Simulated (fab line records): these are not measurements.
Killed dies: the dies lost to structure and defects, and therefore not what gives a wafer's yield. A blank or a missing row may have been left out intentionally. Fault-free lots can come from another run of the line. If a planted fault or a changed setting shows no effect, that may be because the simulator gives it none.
fab line records	flow n5_finfet
[record] lots = 7	wafers = 21
route steps=1938 shown WELL_APT@25 FIN_SAQP@94 STI_FIN_REVEAL@190 SD_EPI_N@268 SDB@369 HKMG_FIN@428 GATE_CUT@466
start_h: hours from the record's first day to the start of the lot's first wafer shown	wait_h: time in hours since the lot's previous step	" unchanged from the row above	L1.1+2: a single row standing in for several wafers	- no value present, or no start provided	* or withheld: withheld	< > ~ a bound
route shown NAME@n: a module of which the file shows steps, and the number in the route of the first	usual: the fault-free wafers' mean and standard deviation	same: alike in all rows	chamber/n: place in a boat	sites: per-site readings	_std_site: their standard deviation	_edge_site: mean of outer sites minus mean of inner sites	radius_mm: for every site, how far away it sits from the centre of the wafer	mask NAME#n: copy n	behind: the most recent tool/chamber to have shaped the wafer	hold: why the lot was held/for how many hours/how that ended	device: which transistor (n, p or np) failed to switch	end of line: the route-end tests of the same wafers	a step with no rows: only its recipe	killed: at the first sort, the dies lost to defects and structure; wafer yield is something else	map: the dies of a wafer, with x for killed, . for not killed, _ for no die there
set.NAME: the setting as run; set.NAME@STEP: as run at that earlier step	model.NAME: the simulator's own value behind a step, which no gauge read
one table per step and one row per wafer, for lots whose settings were changed on purpose
[[steps]]
[step N5_WELL_APT_PEB_06]
[recipe] peb_temp_c = 130	peb_time_s = 90
lot.wafer	tool	chamber	start_h	wait_h	set.peb_time_s
L080.4	litho_track-01	0	49.59	0.0	90
L080.5+6	"	0	"	"	95.54
L084.2	litho_track-05	0	73.54	0.0	110
L084.4+5	"	0	"	"	90
L086.1+2+3	litho_track-02	0	85.44	0.1	90
L092.2+4+5	litho_track-05	0	121.59	0.0	90
L093.3+4+6	litho_track-05	0	127.57	0.0	90
L094.1+6	litho_track-01	0	133.94	0.1	90
L094.5	"	0	"	"	79.3
L097.2	litho_track-05	0	151.44	0.0	104.6
L097.4+6	"	0	"	"	90
[step N5_WELL_APT_DEVELOP_07]
[recipe] develop_time_s = 45	rinse_liquid = surfactant_rinse	dry = air_spin	dev_temp_c = 21
lot.wafer	tool	chamber	start_h	wait_h	set.develop_time_s
L080.4	litho_track-01	0	-	-	45
L080.5+6	"	0	"	"	54.12
L084.2+4	litho_track-05	0	-	-	40.53
L084.5	"	0	"	"	45
L086.1+2+3	litho_track-02	0	-	-	45
L092.2+4+5	litho_track-05	0	-	-	45
L093.3+6	litho_track-05	0	-	-	45
L093.4	"	0	"	"	37.03
L094.1	litho_track-01	0	-	-	35.87
L094.5+6	"	0	"	"	45
L097.2+4+6	litho_track-05	0	-	-	45
[step N5_WELL_APT_HARDBAKE_12]
[recipe] temp_c = 130	time_s = 120
[step N5_WELL_APT_CD_MEAS_08]
[recipe] target_cd_nm = 200	landing_energy_ev = 500	detector = se_inlens
[usual] cd_nm = 200.8/1.4
lot.wafer	tool	chamber	start_h	wait_h	set.peb_time_s@WELL_APT_PEB_06	cd_nm
L080.4	cd_sem-01	0	49.71	-	90	202.4
L080.5	"	0	"	"	95.54	204.8
L080.6	"	0	"	"	95.54	204.5
L084.2	cd_sem-02	0	73.66	-	110	208.6
L084.4	"	0	"	"	90	201.1
L084.5	"	0	"	"	90	199.5
L086.1	cd_sem-01	0	85.56	-	90	200.0
L086.2	"	0	"	"	90	203.2
L086.3	"	0	"	"	90	200.1
L092.2	cd_sem-02	0	121.71	-	90	201.7
L092.4	"	0	"	"	90	200.2
L092.5	"	0	"	"	90	201.0
L093.3	cd_sem-01	0	127.68	-	90	198.6
L093.4	"	0	"	"	90	202.4
L093.6	"	0	"	"	90	199.4
L094.1	cd_sem-02	0	134.06	-	90	201.2
L094.5	"	0	"	"	79.3	194.9
L094.6	"	0	"	"	90	200.3
L097.2	cd_sem-01	0	151.56	-	104.6	207.0
L097.4	"	0	"	"	90	200.7
L097.6	"	0	"	"	90	204.0
[step N5_WELL_APT_DESCUM_13]
[recipe] chemistry = O2	time_s = 7.9	source_power_w = 50	bias_power_w = 20	pressure_mtorr = 20	rf_frequency_hz = 2.712e+07	temp_c = 40	o2_flow_sccm = 225
lot.wafer	tool	chamber	start_h	wait_h	set.peb_time_s@WELL_APT_PEB_06	model.WELL_APT.cd_nm
L080.4	rie_diel-03	3	49.79	0.0	90	202.5
L080.5	"	3	"	"	95.54	205.1
L080.6	"	2	"	"	95.54	204.5
L084.2	rie_diel-05	3	74.28	0.6	110	208.8
L084.4	"	0	"	"	90	200.9
L084.5	"	2	"	"	90	199.4
L086.1	rie_diel-05	0	85.65	0.0	90	199.9
L086.2	"	1	"	"	90	203.1
L086.3	"	3	"	"	90	200.1
L092.2	rie_diel-01	3	121.86	0.1	90	201.4
L092.4	"	1	"	"	90	200.2
L092.5	"	2	"	"	90	200.9
L093.3	rie_diel-01	3	128.16	0.4	90	198.7
L093.4	"	2	"	"	90	202.4
L093.6	"	3	"	"	90	199.3
L094.1	rie_diel-01	3	134.15	0.0	90	201.4
L094.5	"	2	"	"	79.3	195.1
L094.6	"	3	"	"	90	201
L097.2	rie_diel-03	2	153.13	1.5	104.6	207.5
L097.4	"	1	"	"	90	200.9
L097.6	"	2	"	"	90	204.1
[step N5_FIN_SAQP_ALD_61]
[recipe] material = SiO2	target_thk_a = 40	temp_c = 300	ald_precursor_family = BDEAS	ald_co_reactant = O2-plasma	pulse_time_s = 1	purge_time_s = 2	co_reactant_purge_time_s = 2	ald_cycles = 43	pressure_torr = 2
lot.wafer	tool	chamber	start_h	wait_h	set.temp_c	model.SiO2_of_FIN_SAQP_ALD_61.thk_nm
L080.4	ald_sin-03	1	56.17	0.0	310.9	3.924
L080.5	"	0	"	"	300	4.012
L080.6	"	3	"	"	310.9	3.933
L084.2	ald_sin-04	3	80.92	0.0	300	3.97
L084.4	"	2	"	"	310.8	3.915
L084.5	"	0	"	"	310.8	3.917
L086.1	ald_sin-02	3	91.90	0.0	300	4.008
L086.2	"	0	"	"	300	3.971
L086.3	"	1	"	"	300	4.004
L092.2	ald_sin-02	2	129.45	0.2	300	3.99
L092.4	"	0	"	"	300	3.988
L092.5	"	0	"	"	300	3.995
L093.3	ald_sin-03	2	136.41	0.1	300	3.978
L093.4	"	1	"	"	288.4	4.162
L093.6	"	3	"	"	288.4	4.161
L094.1	ald_sin-03	3	141.29	0.0	300	4.009
L094.5	"	3	"	"	300	4.011
L094.6	"	2	"	"	300	4.022
L097.2	ald_sin-03	2	161.01	0.0	300	3.972
L097.4	"	3	"	"	300	3.999
L097.6	"	1	"	"	300	4.002
[step N5_STI_FIN_REVEAL_ETCHBACK_08]
[recipe] chemistry = C4F6/O2	target = SiO2	target_depth_a = 305	time_s = 10.167	ion_energy_ev = 250	pressure_mtorr = 30	source_w = 345	bias_w = 185	Ar_flow_sccm = 300	C4F6_flow_sccm = 10	O2_flow_sccm = 10
lot.wafer	tool	chamber	start_h	wait_h	set.time_s
L080.4+6	rie_diel-03	2,0	68.77	0.1	11.36
L080.5	"	1	"	"	10.167
L084.2+4+5	rie_diel-03	1,1,0	94.85	0.3	8.369
L086.1+3	rie_diel-05	1,3	106.94	0.2	11.51
L086.2	"	2	"	"	10.167
L092.2+4+5	rie_diel-01	0,0,2	143.05	0.2	10.167
L093.3+4	rie_diel-03	2	150.37	1.0	8.285
L093.6	"	0	"	"	10.167
L094.1	rie_diel-01	2	156.14	0.4	9.366
L094.5+6	"	3,0	"	"	10.167
L097.2+4	rie_diel-05	3,2	174.61	0.2	11.03
L097.6	"	3	"	"	10.167
[step N5_STI_FIN_REVEAL_STRIP_24]
[recipe] chemistry = N2/H2	time_s = 90	power_w = 100	temp_c = 40	pressure_mtorr = 100	rf_frequency_hz = 6e+07	bias_power_w = 3	n2_flow_sccm = 300	h2_flow_sccm = 300
[step N5_STI_FIN_REVEAL_PRECLEAN_25]
[recipe] chemistry = SPM	time_s = 90	temp_c = 120	mix = 4:1
[step N5_STI_FIN_REVEAL_SRD_23]
[recipe] dry = ipa_marangoni	time_s = 30	temp_c = 23	rinse_liquid = diw
[step N5_STI_FIN_REVEAL_FIN_H_MEAS_10]
[usual] trench_depth_nm = 51.6/0.83
lot.wafer	tool	chamber	start_h	wait_h	set.time_s@STI_FIN_REVEAL_ETCHBACK_08	trench_depth_nm
L080.4	ocd-01	-	71.78	0.0	11.36	56.2
L080.5	"	-	"	"	10.167	51.5
L080.6	"	-	"	"	11.36	55.9
L084.2	ocd-01	-	97.89	0.0	8.369	45.9
L084.4	"	-	"	"	8.369	46.7
L084.5	"	-	"	"	8.369	46.3
L086.1	ocd-02	-	109.90	0.0	11.51	53.3
L086.2	"	-	"	"	10.167	51.1
L086.3	"	-	"	"	11.51	55.2
L092.2	ocd-01	-	146.31	0.0	10.167	52.4
L092.4	"	-	"	"	10.167	52.3
L092.5	"	-	"	"	10.167	52.9
L093.3	ocd-02	-	153.32	0.0	8.285	46.3
L093.4	"	-	"	"	8.285	45.6
L093.6	"	-	"	"	10.167	51.3
L094.1	ocd-01	-	159.10	0.0	9.366	50.4
L094.5	"	-	"	"	10.167	52.5
L094.6	"	-	"	"	10.167	52.3
L097.2	ocd-02	-	177.92	0.0	11.03	54.9
L097.4	"	-	"	"	11.03	54.2
L097.6	"	-	"	"	10.167	51.5
[step N5_SD_EPI_N_PEB_07]
[recipe] peb_temp_c = 110	peb_time_s = 60	resist = CAR-ArF-block
lot.wafer	tool	chamber	start_h	wait_h	set.peb_temp_c
L080.4+5+6	litho_track-01	0	87.48	0.0	110
L084.2	litho_track-01	0	109.47	0.0	110
L084.4+5	"	0	"	"	107.2
L086.1+3	litho_track-01	0	124.88	0.1	106.6
L086.2	"	0	"	"	110
L092.2+4+5	litho_track-01	0	158.65	0.0	110
L093.3+4	litho_track-02	0	167.61	0.0	110
L093.6	"	0	"	"	111.7
L094.1+5+6	litho_track-05	0	169.92	0.1	110
L097.2+4+6	litho_track-02	0	190.76	0.0	110
[step N5_SD_EPI_N_DEVELOP_08]
[recipe] develop_time_s = 30	developer = TMAH	resist = CAR-ArF-block	dev_temp_c = 23	rinse_liquid = diw	dry = air_spin
lot.wafer	tool	chamber	start_h	wait_h	set.develop_time_s
L080.4+5	litho_track-01	0	-	-	30
L080.6	"	0	"	"	23.97
L084.2+5	litho_track-01	0	-	-	30
L084.4	"	0	"	"	31.92
L086.1+2	litho_track-01	0	-	-	33.16
L086.3	"	0	"	"	30
L092.2+4+5	litho_track-01	0	-	-	30
L093.3+6	litho_track-02	0	-	-	30
L093.4	"	0	"	"	36
L094.1+6	litho_track-05	0	-	-	30
L094.5	"	0	"	"	27.14
L097.2+4+6	litho_track-02	0	-	-	30
[step N5_SD_EPI_N_CD_MEAS_09]
[recipe] target_cd_nm = 120	landing_energy_ev = 500	detector = se_inlens
[usual] cd_nm = 119.7/0.72
lot.wafer	tool	chamber	start_h	wait_h	set.peb_temp_c@SD_EPI_N_PEB_07	cd_nm
L080.4	cd_sem-02	0	87.55	-	110	119.3
L080.5	"	0	"	"	110	118.6
L080.6	"	0	"	"	110	117.7
L084.2	cd_sem-02	0	109.53	-	110	119.6
L084.4	"	0	"	"	107.2	113.0
L084.5	"	0	"	"	107.2	112.3
L086.1	cd_sem-01	0	124.95	-	106.6	110.2
L086.2	"	0	"	"	110	120.5
L086.3	"	0	"	"	106.6	110.6
L092.2	cd_sem-03	0	158.72	-	110	119.2
L092.4	"	0	"	"	110	119.8
L092.5	"	0	"	"	110	119.9
L093.3	cd_sem-02	0	167.68	-	110	119.8
L093.4	"	0	"	"	110	120.6
L093.6	"	0	"	"	111.7	124.2
L094.1	cd_sem-01	0	169.99	-	110	118.6
L094.5	"	0	"	"	110	118.3
L094.6	"	0	"	"	110	119.0
L097.2	cd_sem-01	0	190.82	-	110	120.1
L097.4	"	0	"	"	110	119.1
L097.6	"	0	"	"	110	120.9
[step N5_SD_EPI_N_DESCUM_14]
[recipe] chemistry = O2	time_s = 7.9	source_power_w = 50	bias_power_w = 20	pressure_mtorr = 20	rf_frequency_hz = 2.712e+07	temp_c = 40	resist = CAR-ArF-block	o2_flow_sccm = 225
lot.wafer	tool	chamber	start_h	wait_h	set.peb_temp_c@SD_EPI_N_PEB_07	model.SD_EPI_N.cd_nm
L080.4	rie_diel-03	0	87.65	0.0	110	119.6
L080.5	"	2	"	"	110	118.6
L080.6	"	1	"	"	110	117.8
L084.2	rie_diel-01	2	109.62	0.0	110	119.4
L084.4	"	3	"	"	107.2	112.8
L084.5	"	3	"	"	107.2	112
L086.1	rie_diel-03	2	125.04	0.0	106.6	110.6
L086.2	"	1	"	"	110	120.8
L086.3	"	0	"	"	106.6	110.8
L092.2+5	rie_diel-01	0,2	159.78	1.0	110	119.4
L092.4	"	1	"	"	110	119.6
L093.3	rie_diel-01	3	167.77	0.0	110	120
L093.4	"	0	"	"	110	121
L093.6	"	0	"	"	111.7	124.2
L094.1+5	rie_diel-01	1,2	170.08	0.0	110	118
L094.6	"	1	"	"	110	118.6
L097.2	rie_diel-03	1	190.95	0.1	110	120.4
L097.4	"	1	"	"	110	119.2
L097.6	"	0	"	"	110	121
[step N5_SD_EPI_N_ETCH_34]
[recipe] chemistry = CF4	target = SiARC	target_depth_a = 455	mask_material = CAR-ArF-block	time_s = 75.8	ion_energy_ev = 80	pressure_mtorr = 40	source_w = 545	bias_w = 36	Ar_flow_sccm = 100	cf4_flow_sccm = 100	ends = cleared
lot.wafer	tool	chamber	start_h	wait_h	set.peb_temp_c@SD_EPI_N_PEB_07	model.SD_EPI_N.cd_nm
L080.4	rie_diel-03	0	87.70	0.0	110	119.6
L080.5	"	2	"	"	110	118.6
L080.6	"	1	"	"	110	117.6
L084.2	rie_diel-01	2	109.65	0.0	110	119.4
L084.4	"	3	"	"	107.2	113
L084.5	"	3	"	"	107.2	112.2
L086.1	rie_diel-03	2	125.07	0.0	106.6	110.4
L086.2	"	1	"	"	110	120.6
L086.3	"	0	"	"	106.6	110.8
L092.2	rie_diel-01	0	159.81	0.0	110	119.6
L092.4+5	"	1,2	"	"	110	119.2
L093.3	rie_diel-01	3	167.80	0.0	110	120
L093.4	"	0	"	"	110	121
L093.6	"	0	"	"	111.7	124.2
L094.1	rie_diel-01	1	170.11	0.0	110	117.6
L094.5	"	2	"	"	110	118
L094.6	"	1	"	"	110	118.2
L097.2	rie_diel-03	1	190.99	0.0	110	120.2
L097.4	"	1	"	"	110	119
L097.6	"	0	"	"	110	120.8
[step N5_SD_EPI_N_ETCH_35]
[recipe] chemistry = N2/H2	target = SOC	overetch_a = 1080	mask_material = SiARC	temp_c = 40	ion_energy_ev = 100	source_w = 3000	bias_w = 133	pressure_mtorr = 20	time_s = 486	n2_flow_sccm = 200	h2_flow_sccm = 200
lot.wafer	tool	chamber	start_h	wait_h	set.peb_temp_c@SD_EPI_N_PEB_07	model.SD_EPI_N.cd_nm
L080.4	rie_diel-03	0	87.88	0.2	110	120.4
L080.5	"	2	"	"	110	118.6
L080.6	"	1	"	"	110	116.6
L084.2	rie_diel-01	2	109.71	0.0	110	119.2
L084.4	"	3	"	"	107.2	114
L084.5	"	3	"	"	107.2	113.4
L086.1	rie_diel-03	2	125.13	0.0	106.6	110.4
L086.2	"	1	"	"	110	119.6
L086.3	"	0	"	"	106.6	111.8
L092.2	rie_diel-01	0	159.87	0.0	110	120.4
L092.4	"	1	"	"	110	121.8
L092.5	"	2	"	"	110	119.2
L093.3	rie_diel-01	3	167.86	0.0	110	120.4
L093.4	"	0	"	"	110	120.6
L093.6	"	0	"	"	111.7	124.2
L094.1	rie_diel-01	1	170.17	0.0	110	118.4
L094.5	"	2	"	"	110	116.2
L094.6	"	1	"	"	110	119.6
L097.2	rie_diel-03	1	191.04	0.0	110	118.4
L097.4	"	1	"	"	110	118
L097.6	"	0	"	"	110	121.4
[step N5_SDB_CUT_ETCH_26]
[recipe] chemistry = HBr/Cl2/O2	target = Si	target_depth_a = 1296	bt_time_s = 20	mask_material = SiNx	time_s = 51.8	ion_energy_ev = *	bias_w = *	pressure_mtorr = 10	icp_w = 800	HBr_flow_sccm = 150	Cl2_flow_sccm = 80	O2_flow_sccm = 12
lot.wafer	tool	chamber	start_h	wait_h	set.bias_w	model.SDB.feature_depth_nm	model.etch.depth_nm
L080.4	rie_si-01	3	105.41	0.1	*	130.8	130.8
L080.5	"	1	"	"	*	128	127.9
L080.6	"	0	"	"	*	132.2	132.2
L084.2	rie_si-05	1	128.10	0.1	*	130	129.9
L084.4	"	3	"	"	*	131.4	131.5
L084.5	"	0	"	"	*	130.6	130.5
L086.1	rie_si-01	2	142.48	0.1	*	128.6	128.6
L086.2	"	0	"	"	*	124.6	124.5
L086.3	"	1	"	"	*	124.8	124.9
L092.2	rie_si-01	1	177.40	0.1	*	129.4	129.5
L092.4	"	3	"	"	*	128.4	128.4
L092.5	"	3	"	"	*	128.8	128.8
L093.3	rie_si-01	1	187.32	0.1	*	128	128
L093.4	"	2	"	"	*	125	125
L093.6	"	0	"	"	*	125.8	125.8
L094.1	rie_si-01	2	188.67	0.1	*	130.8	130.8
L094.5	"	3	"	"	*	129	129
L094.6	"	2	"	"	*	128.4	128.4
L097.2	rie_si-01	1	208.28	0.1	*	125.6	125.7
L097.4	"	2	"	"	*	129.4	129.4
L097.6	"	0	"	"	*	128	127.9
[step N5_HKMG_FIN_PEB_10]
[recipe] peb_temp_c = withheld	peb_time_s = 60	resist = CAR-ArF
lot.wafer	tool	chamber	start_h	wait_h	set.peb_time_s
L080.4+5+6	litho_track-01	0	113.40	0.0	60
L084.2+5	litho_track-02	0	136.43	0.0	66.2
L084.4	"	0	"	"	60
L086.1	litho_track-04	0	150.97	0.1	51.19
L086.2+3	"	0	"	"	60
L092.2+4+5	litho_track-01	0	185.52	0.0	60
L093.3+6	litho_track-02	0	196.47	0.0	73.16
L093.4	"	0	"	"	60
L094.1+6	litho_track-01	0	197.13	0.1	63.84
L094.5	"	0	"	"	60
L097.2+4	litho_track-01	0	216.57	0.0	47.52
L097.6	"	0	"	"	60
[step N5_HKMG_FIN_DEVELOP_11]
[recipe] develop_time_s = 30	developer = TMAH	resist = CAR-ArF	dev_temp_c = 23	rinse_liquid = diw	dry = air_spin
[step N5_HKMG_FIN_CD_MEAS_12]
[recipe] target_cd_nm = 92.8	landing_energy_ev = 500	detector = se_inlens
[usual] cd_nm = 93.1/0.92
lot.wafer	tool	chamber	start_h	wait_h	set.peb_time_s@HKMG_FIN_PEB_10	cd_nm
L080.4	cd_sem-01	0	113.47	-	60	94.1
L080.5	"	0	"	"	60	94.5
L080.6	"	0	"	"	60	93.5
L084.2	cd_sem-03	0	136.50	-	66.2	95.8
L084.4	"	0	"	"	60	91.6
L084.5	"	0	"	"	66.2	95.7
L086.1	cd_sem-01	0	151.04	-	51.19	87.1
L086.2	"	0	"	"	60	92.7
L086.3	"	0	"	"	60	93.4
L092.2	cd_sem-01	0	185.59	-	60	92.7
L092.4	"	0	"	"	60	93.1
L092.5	"	0	"	"	60	92.5
L093.3	cd_sem-02	0	196.54	-	73.16	97.3
L093.4	"	0	"	"	60	92.3
L093.6	"	0	"	"	73.16	96.9
L094.1	cd_sem-03	0	197.20	-	63.84	97.0
L094.5	"	0	"	"	60	93.1
L094.6	"	0	"	"	63.84	96.5
L097.2	cd_sem-02	0	216.63	-	47.52	85.4
L097.4	"	0	"	"	47.52	84.6
L097.6	"	0	"	"	60	93.5
[step N5_HKMG_FIN_ETCH_35]
[recipe] chemistry = N2/H2	target = SOC	target_depth_a = 2158	ion_energy_ev = 65	bias_w = 5	source_w = 3000	time_s = 243.4	pressure_mtorr = 30	n2_flow_sccm = 200	h2_flow_sccm = 200
lot.wafer	tool	chamber	start_h	wait_h	set.time_s	model.SOC_of_HKMG_FIN_COAT_29.thk_nm	model.HKMG_FIN.feature_depth_nm	model.etch.depth_nm
L080.4	rie_diel-05	3	113.85	0.0	243.4	88	213.8	213.7
L080.5	"	1	"	"	243.4	100.4	200.2	200.3
L080.6	"	2	"	"	243.4	90	210	210
L084.2	rie_diel-01	1	136.89	0.0	243.4	74.6	223.8	223.7
L084.4	"	2	"	"	243.4	84.2	214.2	214.1
L084.5	"	2	"	"	293.6	40.4	258	258
L086.1	rie_diel-03	2	152.33	0.0	243.4	85.4	214.6	214.6
L086.2	"	1	"	"	243.4	86.2	213.4	213.5
L086.3	"	0	"	"	243.4	87.8	212	212.1
L092.2	rie_diel-01	0	186.29	0.0	243.4	90.6	210.6	210.5
L092.4	"	3	"	"	243.4	88	213.4	213.3
L092.5	"	2	"	"	243.4	85.8	215	215.1
L093.3	rie_diel-01	1	196.92	0.0	295.4	29	272.6	272.7
L093.4	"	0	"	"	243.4	90.8	210.8	210.8
L093.6	"	3	"	"	295.4	42.4	259	258.9
L094.1	rie_diel-05	2	197.68	0.0	227.3	101	197.2	197.1
L094.5	"	1	"	"	243.4	98.6	200.8	200.8
L094.6	"	2	"	"	243.4	87.8	211	211.1
L097.2	rie_diel-03	0	217.02	0.0	265.9	71.2	227.4	227.4
L097.4	"	0	"	"	243.4	91.4	208.8	208.8
L097.6	"	3	"	"	265.9	75.4	224.4	224.4
[step N5_GATE_CUT_ETCH_56]
[recipe] chemistry = Cl2/Ar	target = TiN	target_depth_a = 216	pressure_mtorr = 10	icp_w = 600	bias_w = 60	Cl2_flow_sccm = 40	Ar_flow_sccm = 60
lot.wafer	tool	chamber	start_h	wait_h	set.icp_w	model.etch.depth_nm
L080.4	rie_metal-03	1	118.24	0.1	600	21.83
L080.5	"	1	"	"	600	21.76
L080.6	"	0	"	"	600	21.66
L084.2	rie_metal-01	1	141.19	0.1	665.8	23.82
L084.4	"	0	"	"	600	20.92
L084.5	"	0	"	"	665.8	23.15
L086.1	rie_metal-03	1	156.74	0.1	494.9	18.42
L086.2	"	0	"	"	494.9	18.25
L086.3	"	1	"	"	600	21.83
L092.2+5	rie_metal-03	1	190.52	0.1	600	22.44
L092.4	"	1	"	"	600	22.37
L093.3	rie_metal-01	0	201.25	0.1	600	21.39
L093.4	"	1	"	"	600	22.07
L093.6	"	1	"	"	663.3	24.04
L094.1	rie_metal-01	1	202.13	0.1	600	21.78
L094.5	"	1	"	"	600	21.97
L094.6	"	0	"	"	671.3	23.57
L097.2	rie_metal-02	1	221.33	0.1	651.8	22.96
L097.4	"	1	"	"	600	21.32
L097.6	"	0	"	"	651.8	23.55
[step N5_GATE_CUT_ETCH_58]
[recipe] chemistry = CH3F/O2	target = SiNx	target_depth_a = 170	time_s = 128.6	ion_energy_ev = 50	pressure_mtorr = 30	source_w = 415	bias_w = 21	Ar_flow_sccm = 150	CH3F_flow_sccm = 30	O2_flow_sccm = 20
lot.wafer	tool	chamber	start_h	wait_h	set.time_s	model.etch.depth_nm
L080.4	rie_diel-02	1	118.42	0.0	147.6	19.85
L080.5	"	1	"	"	128.6	17.33
L080.6	"	0	"	"	128.6	16.67
L084.2	rie_diel-04	2	141.36	0.0	128.6	17.51
L084.4	"	1	"	"	141	18.74
L084.5	"	0	"	"	141	18.9
L086.1	rie_diel-06	0	157.00	0.1	128.6	16.66
L086.2	"	2	"	"	136.2	17.8
L086.3	"	1	"	"	136.2	18.21
L092.2+5	rie_diel-06	3	190.70	0.0	128.6	17.57
L092.4	"	0	"	"	128.6	16.78
L093.3	rie_diel-06	1	201.39	0.0	128.6	17.08
L093.4	"	0	"	"	119.1	15.5
L093.6	"	2	"	"	128.6	16.81
L094.1	rie_diel-02	2	202.30	0.0	128.6	17.24
L094.5	"	1	"	"	153.4	20.22
L094.6	"	0	"	"	128.6	16.47
L097.2	rie_diel-04	3	221.51	0.1	109	14.43
L097.4	"	1	"	"	128.6	17.02
L097.6	"	0	"	"	109	14.64
[[key]]
[split] step = N5_WELL_APT_PEB_06	setting = peb_time_s	stated = 90	by = wafer
[response] step = N5_WELL_APT_CD_MEAS_08	reading = cd_nm	change = +0.369	per = 1%	r = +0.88
[response] step = N5_WELL_APT_DESCUM_13	reading = model.WELL_APT.cd_nm	change = +0.384	per = 1%	r = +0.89
[split] step = N5_WELL_APT_DEVELOP_07	setting = develop_time_s	stated = 45	by = wafer
response none clear
[split] step = N5_FIN_SAQP_ALD_61	setting = temp_c	stated = 300	by = wafer
[response] step = N5_FIN_SAQP_ALD_61	reading = model.SiO2_of_FIN_SAQP_ALD_61.thk_nm	change = -0.0294	per = 1%	r = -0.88
[split] step = N5_STI_FIN_REVEAL_ETCHBACK_08	setting = time_s	stated = 10.167	by = wafer
[response] step = N5_STI_FIN_REVEAL_FIN_H_MEAS_10	reading = trench_depth_nm	change = +0.3	per = 1%	r = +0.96
[split] step = N5_SD_EPI_N_PEB_07	setting = peb_temp_c	stated = 110	by = wafer
[response] step = N5_SD_EPI_N_CD_MEAS_09	reading = cd_nm	change = +3	per = 1%	r = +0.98
[response] step = N5_SD_EPI_N_DESCUM_14	reading = model.SD_EPI_N.cd_nm	change = +2.97	per = 1%	r = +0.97
[response] step = N5_SD_EPI_N_ETCH_34	reading = model.SD_EPI_N.cd_nm	change = +2.93	per = 1%	r = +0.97
[response] step = N5_SD_EPI_N_ETCH_35	reading = model.SD_EPI_N.cd_nm	change = +2.5	per = 1%	r = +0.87
[split] step = N5_SD_EPI_N_DEVELOP_08	setting = develop_time_s	stated = 30	by = wafer
response none clear
[split] step = N5_SDB_CUT_ETCH_26	setting = bias_w	stated = *	by = wafer
[response] step = N5_SDB_CUT_ETCH_26	reading = model.SDB.feature_depth_nm	change = +0.269	per = 1%	r = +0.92
[response] step = N5_SDB_CUT_ETCH_26	reading = model.etch.depth_nm	change = +0.27	per = 1%	r = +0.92
[split] step = N5_HKMG_FIN_PEB_10	setting = peb_time_s	stated = 60	by = wafer
[response] step = N5_HKMG_FIN_CD_MEAS_12	reading = cd_nm	change = +0.343	per = 1%	r = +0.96
[split] step = N5_HKMG_FIN_ETCH_35	setting = time_s	stated = 243.4	by = wafer
[response] step = N5_HKMG_FIN_ETCH_35	reading = model.SOC_of_HKMG_FIN_COAT_29.thk_nm	change = -2.18	per = 1%	r = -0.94
[response] step = N5_HKMG_FIN_ETCH_35	reading = model.HKMG_FIN.feature_depth_nm	change = +2.17	per = 1%	r = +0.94
[response] step = N5_HKMG_FIN_ETCH_35	reading = model.etch.depth_nm	change = +2.17	per = 1%	r = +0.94
[split] step = N5_GATE_CUT_ETCH_56	setting = icp_w	stated = 600	by = wafer
[response] step = N5_GATE_CUT_ETCH_56	reading = model.etch.depth_nm	change = +0.2	per = 1%	r = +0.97
[split] step = N5_GATE_CUT_ETCH_58	setting = time_s	stated = 128.6	by = wafer
[response] step = N5_GATE_CUT_ETCH_58	reading = model.etch.depth_nm	change = +0.175	per = 1%	r = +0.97
